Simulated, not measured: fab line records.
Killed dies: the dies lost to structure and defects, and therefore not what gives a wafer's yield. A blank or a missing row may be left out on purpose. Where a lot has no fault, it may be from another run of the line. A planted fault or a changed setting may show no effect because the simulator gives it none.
Chamber matching + flow n5_finfet + N5_FIN_SAQP_DESCUM_21 on rie_diel-01: 4 sister chambers
The step chemistry O2, time 7.9 s. 4 wafers are shown with their chamber, then 7 later ones without.

== WAFERS, EACH WITH ITS CHAMBER ==
| wafer  | chamber | showerhead_plenum_p_Torr (Torr) |
|--------|---------|---------------------------------|
| L076.1 | 2       | 1.97                            |
| L078.5 | 3       | 2.15                            |
| L080.1 | 1       | 2.02                            |
| L080.2 | 0       | 2.18                            |

== WAFERS MISSING THEIR CHAMBER ==
| wafer  | showerhead_plenum_p_Torr (Torr) |
|--------|---------------------------------|
| L080.4 | 1.97                            |
| L088.1 | 2.17                            |
| L088.3 | 2.14                            |
| L088.6 | 2.01                            |
| L091.2 | 2.17                            |
| L091.3 | 2.14                            |
| L091.5 | 2.17                            |

== THE CHAMBER EACH PASSED THROUGH ==
| wafer  | from the rows above     | in truth |
|--------|-------------------------|----------|
| L080.4 | 2                       | 2        |
| L088.1 | can't be placed: 0 or 3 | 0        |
| L088.3 | 3                       | 3        |
| L088.6 | 1                       | 1        |
| L091.2 | can't be placed: 0 or 3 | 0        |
| L091.3 | 3                       | 3        |
| L091.5 | can't be placed: 0 or 3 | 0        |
Correctly placed: 4 of 7. These rows do not allow placing 3 (true chamber among the candidates in 3). 0 placed wrongly.
How it was worked out, from the rows above alone: a wafer's distance from a chamber is the root of the sum, over the readings, of the square of ((its reading less the chamber's mean) divided by the reading's scatter). The wafer belongs to the nearest chamber; if the next one is less than 2 further off, it can't be placed. A chamber's mean is the mean of its shown wafers. The scatter: with one shown wafer a chamber, the root of the mean of the squares of how far each hidden wafer lies from its nearest shown one.
